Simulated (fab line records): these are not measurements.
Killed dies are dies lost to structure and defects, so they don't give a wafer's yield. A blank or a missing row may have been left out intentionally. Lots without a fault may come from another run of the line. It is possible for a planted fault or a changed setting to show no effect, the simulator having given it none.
fab line records	flow n5Finfet
record lots=10	wafers=30	lastDay=18
route steps=1938 shown FIN_SAQP@148 FIN_CUT@167 BEOL_M4@1111 PASSIVATION@1936
lots that met no fault: from a run of the same line without faults
startH: hours from the record's first day to the start of the lot's first wafer shown	waitH: hours elapsed since this lot's preceding step	" the same as in the row above	L1.1+2: one row covering several wafers at once	- no value, or no start given	* or withheld: withheld	< > ~ a bound
route shown NAME@n: NAME is a module with steps in the file, n the number in the route of the first one	usual: mean/standard deviation taken from wafers without a fault	same: alike in all rows	chamber/n: place in a boat	sites: each site's reading	_std_site: standard deviation of those values	_edge_site: outer sites' mean less inner sites'	radiusMm: for every site, how far away it sits from the centre of the wafer	mask NAME#n: copy n	behind: tool/chamber where the wafer was last shaped	hold: the reason the lot was held/the length of the hold in hours/how it ended	device: which transistor (n, p or np) failed to switch	end of line: the route-end tests of the same wafers	step lacking rows: just its recipe	killed: not the wafer's yield, but the dies lost to structure and defects at the first sort	map: a wafer's dies, x killed, . not, _ none there
set.NAME: the setting the step ran with; set.NAME@STEP: the setting that earlier step ran with	model.NAME: the simulator's own value behind a step, which no gauge read
one table for each step of the route and one row for each wafer, over a sample of lots
services: when a tool's chamber went out of use (startH, in hours from the record's first day, below 0 if earlier), for how many hours, and the reason
## steps
# step N5_FIN_SAQP_CD_MEAS_37
# recipe targetCdNm=8	polarity=line
# usual cdNm=8.1/0.31
lot.wafer	tool	chamber	startH	waitH	cdNm
L554.1	cdSem-03	-	26.66	0.1	7.8
L554.4	"	-	"	"	7.9
L554.6	"	-	"	"	8.3
L558.2	cdSem-02	-	51.13	0.1	7.5
L558.3	"	-	"	"	8.2
L558.5	"	-	"	"	8.5
L565.1	cdSem-03	-	94.86	0.1	8.2
L565.3	"	-	"	"	7.6
L565.5	"	-	"	"	7.7
L566.1	cdSem-03	-	99.32	0.1	8.6
L566.3	"	-	"	"	8.0
L566.6	"	-	"	"	8.2
L567.2	cdSem-01	-	104.38	0.1	8.2
L567.5	"	-	"	"	8.6
L567.6	"	-	"	"	8.1
L573.3	cdSem-02	-	140.06	0.1	8.3
L573.5	"	-	"	"	8.6
L573.6	"	-	"	"	7.6
L574.2	cdSem-02	-	146.97	0.1	7.9
L574.3	"	-	"	"	8.2
L574.6	"	-	"	"	8.2
L575.2	cdSem-03	-	152.73	0.1	8.0
L575.5	"	-	"	"	7.8
L575.6	"	-	"	"	8.6
L576.4	cdSem-01	-	157.94	0.1	8.1
L576.5	"	-	"	"	8.5
L576.6	"	-	"	"	8.0
L577.2	cdSem-01	-	165.90	0.1	7.7
L577.3	"	-	"	"	8.1
L577.6	"	-	"	"	7.8
# step N5_FIN_CUT_ETCH_30
# recipe chemistry=N2/H2	target=underlayer	targetDepthA=130	maskMaterial=CAR-EUV	timeS=10.4	ionEnergyEv=200	pressureMtorr=30	sourceW=840	biasW=150	n2FlowSccm=200	h2FlowSccm=200	ends=cleared
# usual biasW=150.1/0.42	chamberPressureMTorr=30.002/0.028	drypumpMotorCurrentA=5.7/0.5	etchRfOnTimeS=10.6/0.38	n2FlowSccm=200.0/0.62	oesProductAu=0.68/0.084	rfVppV=524.2/2.4	showerheadPlenumPTorr=2.55/0.079	throttleValvePct=17.76/0.22
lot.wafer	tool	chamber	startH	waitH	biasW	chamberPressureMTorr	drypumpMotorCurrentA	etchRfOnTimeS	n2FlowSccm	oesProductAu	rfHoursCounterH	rfVppV	showerheadPlenumPTorr	throttleValvePct
L554.1	rieDiel-01	2	27.44	0.0	149.4	30.025	5.2	10.1	200.5	0.60	236	523.9	2.47	17.62
L554.4	"	0	"	"	149.6	30.044	5.5	9.9	199.4	0.61	-	522.7	2.49	18.02
L554.6	"	1	"	"	150.1	30.030	5.4	11.0	199.2	0.56	-	522.6	2.50	17.77
L558.2	rieDiel-03	0	51.99	0.0	150.3	29.981	6.0	9.8	200.7	0.79	22	524.2	2.60	17.99
L558.3	"	1	"	"	150.4	29.996	6.6	10.3	199.4	0.70	116	524.3	2.54	17.73
L558.5	"	2	"	"	150.8	29.985	5.8	10.6	199.2	0.70	-	525.2	2.58	17.60
L565.1	rieDiel-05	1	95.47	0.0	150.6	30.029	6.0	11.2	199.8	0.56	223	527.2	2.60	17.62
L565.3	"	3	"	"	150.5	30.009	5.8	10.9	200.5	0.61	179	525.8	2.64	18.14
L565.5	"	0	"	"	150.1	30.025	5.1	10.9	200.3	0.61	-	519.2	2.45	17.90
L566.1	rieDiel-03	3	100.03	0.0	150.0	29.974	6.5	10.5	199.5	0.81	7	528.7	2.71	17.60
L566.3	"	0	"	"	149.7	29.984	6.0	9.9	201.0	0.76	37	524.5	2.59	18.02
L566.6	"	1	"	"	149.7	30.050	6.6	10.6	200.2	0.67	-	525.3	2.53	17.73
L567.2	rieDiel-03	2	105.23	0.0	150.4	29.949	5.8	10.7	201.3	0.67	85	525.2	2.58	17.60
L567.5	"	1	"	"	150.0	30.003	6.6	10.6	200.4	0.67	-	523.6	2.53	17.74
L567.6	"	2	"	"	149.6	29.972	5.7	10.7	200.7	0.68	-	525.4	2.58	17.62
L573.3	rieDiel-01	0	141.12	0.0	150.0	29.997	5.5	9.7	199.3	0.82	10	522.4	2.48	17.56
L573.5	"	2	"	"	149.2	30.008	5.3	10.5	199.3	0.82	-	520.9	2.46	17.26
L573.6	"	1	"	"	149.2	30.030	5.4	11.0	200.5	0.75	-	521.9	2.49	17.25
L574.2	rieDiel-05	0	147.71	0.0	149.2	30.053	5.1	10.8	200.1	0.61	177	521.6	2.45	17.89
L574.3	"	3	"	"	150.4	29.971	5.8	11.1	199.7	0.60	192	525.8	2.64	18.16
L574.6	"	1	"	"	150.0	29.995	6.0	11.2	199.4	0.56	-	525.7	2.60	17.65
L575.2	rieDiel-05	0	153.45	0.0	149.6	29.998	5.1	10.7	199.5	0.61	179	521.3	2.44	17.91
L575.5	"	3	"	"	150.5	30.000	5.8	11.1	199.7	0.59	-	526.0	2.64	18.15
L575.6	"	0	"	"	149.8	30.013	5.1	10.7	200.1	0.61	-	518.9	2.44	17.91
L576.4	rieDiel-01	0	159.11	0.0	150.0	29.994	5.5	9.6	199.5	0.81	17	523.8	2.47	17.56
L576.5	"	3	"	"	149.7	29.995	6.0	10.7	199.9	0.74	-	525.4	2.58	17.69
L576.6	"	2	"	"	150.4	30.029	5.3	10.3	201.5	0.81	-	523.6	2.45	17.30
L577.2	rieDiel-03	3	166.49	0.0	149.2	30.025	6.5	10.5	199.7	0.76	26	528.5	2.70	17.63
L577.3	"	2	"	"	149.6	30.021	5.8	10.6	199.6	0.67	104	523.3	2.57	17.66
L577.6	"	2	"	"	150.2	30.024	5.8	10.7	199.5	0.67	-	524.8	2.57	17.66
# step N5_FIN_CUT_STRIP_24
# recipe chemistry=CF4	resist=SiARC	powerW=300	biasPowerW=75	pressureMtorr=50	cf4FlowSccm=150	rfFrequencyHz=6e+07
# usual drypumpMotorCurrentA=5.7/0.5	oesProductAu=0.79/0.091	rfVppV=271.3/1.4	showerheadPlenumPTorr=1.79/0.05	throttleValvePct=13.49/0.22
lot.wafer	tool	chamber	startH	waitH	drypumpMotorCurrentA	oesProductAu	rfHoursCounterH	rfVppV	showerheadPlenumPTorr	throttleValvePct
L554.1	rieDiel-01	2	27.82	0.0	5.2	0.69	236	270.6	1.75	13.59
L554.4	"	0	"	"	5.5	0.68	-	270.3	1.74	13.67
L554.6	"	1	"	"	5.4	0.68	-	270.8	1.77	13.71
L558.2	rieDiel-03	0	52.37	0.0	6.0	0.88	23	271.5	1.81	13.34
L558.3	"	1	"	"	6.6	0.80	116	270.0	1.80	13.61
L558.5	"	2	"	"	5.8	0.81	-	273.8	1.80	13.32
L565.1	rieDiel-05	1	95.85	0.0	5.9	0.68	223	272.3	1.83	13.51
L565.3	"	3	"	"	5.8	0.72	179	271.7	1.86	13.91
L565.5	"	0	"	"	5.1	0.73	-	270.3	1.72	13.49
L566.1	rieDiel-03	3	100.42	0.0	6.5	0.95	7	274.0	1.88	13.07
L566.3	"	0	"	"	6.0	0.85	37	272.6	1.81	13.37
L566.6	"	1	"	"	6.6	0.78	-	270.8	1.80	13.61
L567.2	rieDiel-03	2	105.61	0.0	5.8	0.80	86	272.8	1.80	13.36
L567.5	"	1	"	"	6.6	0.78	-	271.0	1.79	13.63
L567.6	"	2	"	"	5.8	0.79	-	271.0	1.80	13.38
L573.3	rieDiel-01	0	141.51	0.0	5.5	0.91	10	272.2	1.73	13.10
L573.5	"	2	"	"	5.2	0.94	-	270.6	1.74	13.07
L573.6	"	1	"	"	5.4	0.89	-	270.9	1.76	13.15
L574.2	rieDiel-05	0	148.10	0.0	5.1	0.72	178	268.8	1.72	13.52
L574.3	"	3	"	"	5.8	0.71	192	272.9	1.86	13.93
L574.6	"	1	"	"	6.0	0.67	-	271.6	1.83	13.55
L575.2	rieDiel-05	0	153.83	0.0	5.1	0.72	180	269.1	1.72	13.52
L575.5	"	3	"	"	5.8	0.71	-	271.5	1.85	13.95
L575.6	"	0	"	"	5.1	0.72	-	268.2	1.72	13.54
L576.4	rieDiel-01	0	159.49	0.0	5.5	0.89	17	271.0	1.73	13.13
L576.5	"	3	"	"	6.0	0.87	-	272.6	1.83	13.42
L576.6	"	2	"	"	5.2	0.91	-	271.1	1.74	13.11
L577.2	rieDiel-03	3	166.87	0.0	6.5	0.89	26	272.5	1.87	13.12
L577.3	"	2	"	"	5.8	0.77	105	272.0	1.79	13.43
L577.6	"	2	"	"	5.7	0.78	-	271.1	1.79	13.42
# step N5_FIN_CUT_CUT_ETCH_26
# recipe chemistry=CH3F/O2	target=SiNx	targetDepthA=390	maskMaterial=SOC	timeS=55.7	pressureMtorr=30	sourceW=395	biasW=73	Ar_flow_sccm=150	CH3F_flow_sccm=30	O2_flow_sccm=20	ionEnergyEv=120
# usual CH3F_flow_sccm=30.02/0.09	O2_flow_sccm=20.00/0.059	drypumpMotorCurrentA=5.7/0.49	oesProductAu=0.79/0.096	rfVppV=298/11	showerheadPlenumPTorr=2.01/0.068	throttleValvePct=16.32/0.19
lot.wafer	tool	chamber	startH	waitH	CH3F_flow_sccm	O2_flow_sccm	drypumpMotorCurrentA	oesProductAu	rfHoursCounterH	rfVppV	showerheadPlenumPTorr	throttleValvePct
L554.1	rieDiel-01	2	27.84	0.0	30.16	19.86	5.3	0.71	236	303	1.97	16.39
L554.4	"	0	"	"	30.09	20.04	5.5	0.71	-	302	1.98	16.60
L554.6	"	1	"	"	29.94	20.03	5.4	0.67	-	305	1.99	16.52
L558.2	rieDiel-03	0	52.39	0.0	30.06	19.92	6.0	0.91	23	310	2.02	16.17
L558.3	"	1	"	"	29.95	20.03	6.6	0.80	116	306	1.99	16.25
L558.5	"	2	"	"	29.85	20.01	5.8	0.82	-	291	2.04	16.23
L565.1	rieDiel-05	1	95.87	0.0	-	-	-	-	-	-	-	-
L565.3	"	3	"	"	-	-	-	-	-	-	-	-
L565.5	"	0	"	"	-	-	-	-	-	-	-	-
L566.1	rieDiel-03	3	100.44	0.0	-	-	-	-	-	-	-	-
L566.3	"	0	"	"	-	-	-	-	-	-	-	-
L566.6	"	1	"	"	-	-	-	-	-	-	-	-
L567.2	rieDiel-03	2	105.63	0.0	-	-	-	-	-	-	-	-
L567.5	"	1	"	"	-	-	-	-	-	-	-	-
L567.6	"	2	"	"	-	-	-	-	-	-	-	-
L573.3	rieDiel-01	0	141.53	0.0	30.01	20.02	5.5	0.95	10	302	1.97	16.10
L573.5	"	2	"	"	30.18	19.93	5.3	0.96	-	305	1.96	16.00
L573.6	"	1	"	"	30.06	20.01	5.4	0.89	-	304	1.98	16.01
L574.2	rieDiel-05	0	148.12	0.0	29.90	19.89	5.1	0.72	178	276	1.91	16.26
L574.3	"	3	"	"	30.06	19.92	5.8	0.72	192	314	2.09	16.75
L574.6	"	1	"	"	30.07	20.04	5.9	0.66	-	298	2.06	16.32
L575.2	rieDiel-05	0	153.85	0.0	30.01	20.04	5.1	0.71	180	275	1.91	16.27
L575.5	"	3	"	"	30.04	20.02	5.8	0.71	-	314	2.08	16.76
L575.6	"	0	"	"	29.95	20.05	5.1	0.71	-	277	1.91	16.26
L576.4	rieDiel-01	0	159.51	0.0	29.94	20.08	5.5	0.94	17	301	1.97	16.13
L576.5	"	3	"	"	29.91	20.10	6.0	0.87	-	282	2.07	16.37
L576.6	"	2	"	"	30.02	20.02	5.2	0.94	-	306	1.96	16.04
L577.2	rieDiel-03	3	166.89	0.0	29.90	20.09	6.5	0.90	26	292	2.14	16.19
L577.3	"	2	"	"	29.95	20.01	5.8	0.78	105	292	2.02	16.27
L577.6	"	2	"	"	30.03	20.09	5.7	0.77	-	291	2.02	16.29
# step N5_BEOL_M4_RC_MEAS_101
# usual DIBL_N=37.2/2.5	DIBL_P=38/3	IOFF_N=0.17/0.044	IOFF_P=0.24/0.059	ION_N=667/13	ION_P=461/7.9	SS_N=71.8/0.86	SS_P=73.6/0.92	VT_N=250/4.1	VT_P=-249/3.9
lot.wafer	tool	chamber	startH	waitH	DIBL_N[mV/V]	DIBL_P[mV/V]	IOFF_N[nA/um]	IOFF_P[nA/um]	ION_N[uA/um]	ION_P[uA/um]	SS_N[mV/dec]	SS_P[mV/dec]	VT_N[mV]	VT_P[mV]
L554.1	prober-01	0	175.16	0.0	39.1	38	0.18	0.21	668	455	71.8	73.7	252	-252
L554.4	"	0	"	"	36.4	37	0.15	0.22	665	457	71.4	73.9	250	-252
L554.6	"	0	"	"	34.9	35	0.12	0.18	660	452	71.3	73.1	252	-254
L558.2	prober-02	0	203.60	0.2	34.7	33	0.10	0.17	654	462	71.3	72.4	255	-251
L558.3	"	0	"	"	39.1	39	0.18	0.26	679	463	71.7	73.6	247	-244
L558.5	"	0	"	"	39.5	41	0.21	0.29	683	467	72.2	74.7	244	-244
L573.3	prober-01	0	287.87	0.3	35.6	36	0.15	0.21	666	459	71.2	72.4	251	-251
L573.5	"	0	"	"	36.4	38	0.16	0.24	681	469	71.0	72.7	251	-248
L573.6	"	0	"	"	34.8	36	0.13	0.21	660	453	71.4	72.3	254	-252
L574.2	prober-01	0	290.89	0.2	37.1	36	0.14	0.22	651	452	71.5	73.0	254	-248
L574.3	"	0	"	"	35.6	36	0.14	0.22	666	464	71.0	73.4	250	-249
L574.6	"	0	"	"	39.0	39	0.18	0.28	665	464	72.2	74.2	249	-247
L575.2	prober-02	0	308.40	0.2	33.1	34	0.11	0.16	650	452	71.2	73.1	255	-253
L575.5	"	0	"	"	39.4	41	0.19	0.26	654	452	72.3	74.4	251	-251
L575.6	"	0	"	"	39.1	41	0.20	0.26	675	460	73.1	73.7	248	-250
L577.2	prober-02	0	314.24	0.2	32.1	33	0.11	0.15	655	449	70.3	71.7	254	-254
L577.3	"	0	"	"	32.5	32	0.11	0.15	664	453	70.4	72.1	255	-256
L577.6	"	0	"	"	34.2	36	0.14	0.19	672	465	70.5	72.6	252	-251
L576.4	prober-01	0	315.86	0.5	39.9	38	0.18	0.24	658	458	72.5	72.9	251	-249
L576.5	"	0	"	"	39.3	38	0.16	0.25	663	462	72.0	73.2	253	-246
L576.6	"	0	"	"	35.9	33	0.12	0.19	657	451	71.3	71.8	257	-251
# step N5_PASSIVATION_PROBE_49
# usual killed_at_M0_to_M3=32/11	killed_at_M4_up=12/4.4	killedAtContacts=13/6.1	killedAtFrontEnd=39/12	killedAtOther=3.9/3	killedDies=100/17	killedOnRim=13/3.9	killedOpen=66/12	killedShort=33/7.4
# same grossDies=1180	killedAtBackSide=0
lot.wafer	tool	chamber	startH	waitH	killed_at_M0_to_M3	killed_at_M4_up	killedAtContacts	killedAtFrontEnd	killedAtOther	killedDies	killedOnRim	killedOpen	killedShort
L565.1	prober-01	-	347.92	0.0	56	10	15	1098	1	1180	152	84	33
L565.3	prober-01	-	348.02	0.1	47	9	23	1099	2	1180	152	83	50
L565.5	prober-01	-	348.12	0.2	68	16	34	1061	1	1180	152	100	47
L567.2	prober-02	-	349.30	0.1	22	7	6	1145	0	1180	152	44	26
L567.5	prober-02	-	349.45	0.2	38	21	5	1114	2	1180	152	53	44
L567.6	prober-02	-	349.50	0.3	22	11	10	1136	1	1180	152	48	31
L566.1	prober-02	-	353.61	0.0	38	8	14	1113	7	1180	152	86	39
L566.3	prober-02	-	353.71	0.1	34	8	7	1127	4	1180	152	72	28
L566.6	prober-02	-	353.86	0.3	31	16	11	1111	11	1180	152	70	44
# killed by level:class
L565.1 FIN_CUT:areaEtch=1062 STI_FIN_REVEAL:geometricParticle:open=14 BEOL_M0_SAQP:geometricParticle:open=12 MOL_CONTACT_COAG:geometricParticle:open=12 BEOL_M2:geometricParticle:open=11 BEOL_M0_SAQP:geometricParticle:short=11 BEOL_M1:geometricParticle:open=8 BEOL_M3:geometricParticle:open=8
L565.3 FIN_CUT:areaEtch=1047 STI_FIN_REVEAL:geometricParticle:open=24 BEOL_M0_SAQP:geometricParticle:open=16 BEOL_M0_SAQP:geometricParticle:short=15 MOL_CONTACT_COAG:geometricParticle:open=14 MOL_CONTACT_COAG:geometricParticle:short=9 BEOL_M2:geometricParticle:open=8 STI_FIN_REVEAL:geometricParticle:short=7
L565.5 FIN_CUT:areaEtch=1031 MOL_CONTACT_COAG:geometricParticle:open=30 BEOL_M0_SAQP:geometricParticle:short=27 BEOL_M0_SAQP:geometricParticle:open=17 STI_FIN_REVEAL:geometricParticle:open=15 BEOL_M2:geometricParticle:open=10 BEOL_M4:geometricParticle:open=5 MOL_CONTACT_COAG:geometricParticle:short=4
L567.2 FIN_CUT:areaEtch=1109 STI_FIN_REVEAL:geometricParticle:open=7 BEOL_M3:geometricParticle:open=7 FIN_SAQP:geometricParticle:short=6 MOL_CONTACT_COAG:geometricParticle:open=5 STARTING-WAFER:geometricParticle:short=5 GATE_CUT:geometricParticle:short=4 BEOL_M1:geometricParticle:open=4
L567.5 FIN_CUT:areaEtch=1083 BEOL_M0_SAQP:geometricParticle:short=14 BEOL_M0_SAQP:geometricParticle:open=11 BEOL_M1:geometricParticle:open=8 BEOL_M4:geometricParticle:open=8 GATE_CUT:geometricParticle:short=5 GATE_CUT:geometricParticle:open=5 BEOL_M4:geometricParticle:short=5
L567.6 FIN_CUT:areaEtch=1101 FIN_SAQP:geometricParticle:short=10 BEOL_M2:geometricParticle:open=7 MOL_CONTACT_COAG:geometricParticle:open=7 BEOL_M4:geometricParticle:open=6 DUMMY_GATE:geometricParticle:open=4 STARTING-WAFER:geometricParticle:open=4 STI_FIN_REVEAL:geometricParticle:open=3
L566.1 FIN_CUT:areaEtch=1055 STI_FIN_REVEAL:geometricParticle:open=15 FIN_SAQP:geometricParticle:open=13 FIN_SAQP:geometricParticle:short=12 MOL_CONTACT_COAG:geometricParticle:open=12 BEOL_M0_SAQP:geometricParticle:open=11 BEOL_M0_SAQP:geometricParticle:short=9 BEOL_M1:geometricParticle:open=8
L566.3 FIN_CUT:areaEtch=1078 STI_FIN_REVEAL:geometricParticle:open=18 BEOL_M3:geometricParticle:open=10 DUMMY_GATE:geometricParticle:open=9 BEOL_M1:geometricParticle:open=6 FIN_SAQP:geometricParticle:short=5 MOL_CONTACT_COAG:geometricParticle:open=5 BEOL_M0_SAQP:geometricParticle:short=5
L566.6 FIN_CUT:areaEtch=1064 STI_FIN_REVEAL:geometricParticle:open=19 MOL_CONTACT_COAG:geometricParticle:open=9 FIN_SAQP:geometricParticle:short=8 BEOL_M0_SAQP:geometricParticle:open=8 BEOL_M0_SAQP:geometricParticle:short=7 BEOL_M1:geometricParticle:open=6 BEOL_M1:geometricParticle:short=5
## services
tool	chamber	startH	hours	kind
rieDiel-01	1	20.02	4.9	repair
rieDiel-01	3	25.07	-	clean
rieDiel-01	3	25.07	-	consumableReplace:focusRing
rieDiel-01	3	25.07	14.9	scheduledDown
rieDiel-01	3	25.07	14.9	ventCycle
rieDiel-03	3	45.74	-	clean
rieDiel-03	3	45.74	-	consumableReplace:focusRing
rieDiel-03	3	45.74	-	consumableReplace:showerhead
rieDiel-03	3	45.74	30.3	scheduledDown
rieDiel-03	3	45.74	30.3	ventCycle
rieDiel-01	1	50.43	1.8	repair
rieDiel-01	0	50.97	8.6	repair
rieDiel-05	2	52.48	3.9	repair
rieDiel-01	1	59.75	-	clean
rieDiel-01	1	59.75	-	consumableReplace:focusRing
rieDiel-01	2	76.26	18.7	repair
rieDiel-05	3	77.89	10.9	repair
rieDiel-03	0	77.97	4.1	repair
rieDiel-01	3	87.47	5.0	repair
rieDiel-01	-	116.47	2.8	pm
rieDiel-05	0	118.41	3.1	repair
rieDiel-03	-	134.45	2.8	pm
rieDiel-05	-	139.00	2.8	pm
rieDiel-05	3	158.44	5.2	repair
## key
firstSign step=N5_FIN_CUT_CUT_ETCH_26	reading=toolRecord	direction=missing
effect step=N5_PASSIVATION_PROBE_49	reading=killedAtFrontEnd	direction=up	sigmas=92	usual=39	struck=1112
moreKillsBornAt N5_FIN_CUT_CUT_ETCH_26@rieDiel-03=6490	N5_FIN_CUT_CUT_ETCH_26@rieDiel-05=3140
metAt N5_FIN_CUT_CUT_ETCH_26
struckLots L565,L566,L567
laterRowsLeftOut L565.1,L565.3,L565.5,L566.1,L566.3,L566.6,L567.2,L567.5,L567.6
testerLeftOut L565,L566,L567
notActingAt N5_FIN_SAQP_CD_MEAS_37,N5_FIN_CUT_ETCH_30,N5_FIN_CUT_STRIP_24
onsetBetween 52.39 95.87
fault kind=skippedStepWhole	tool=rieDiel-03,rieDiel-05	chamber=-	onsetH=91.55	steps=N5_FIN_CUT_CUT_ETCH_26	scope=struckLotsOnly
# testerLeftOut: of these lots the tester's yield and bins aren't shown, on N5 and GAA mostly nor the transistor test; their killed dies are dies lost to structure and defects alone, not to doping, threshold or leakage, so they don't give the yield
# laterRowsLeftOut: the simulator's readings of these wafers behind a module that went badly wrong aren't trusted and aren't shown, but for the sort
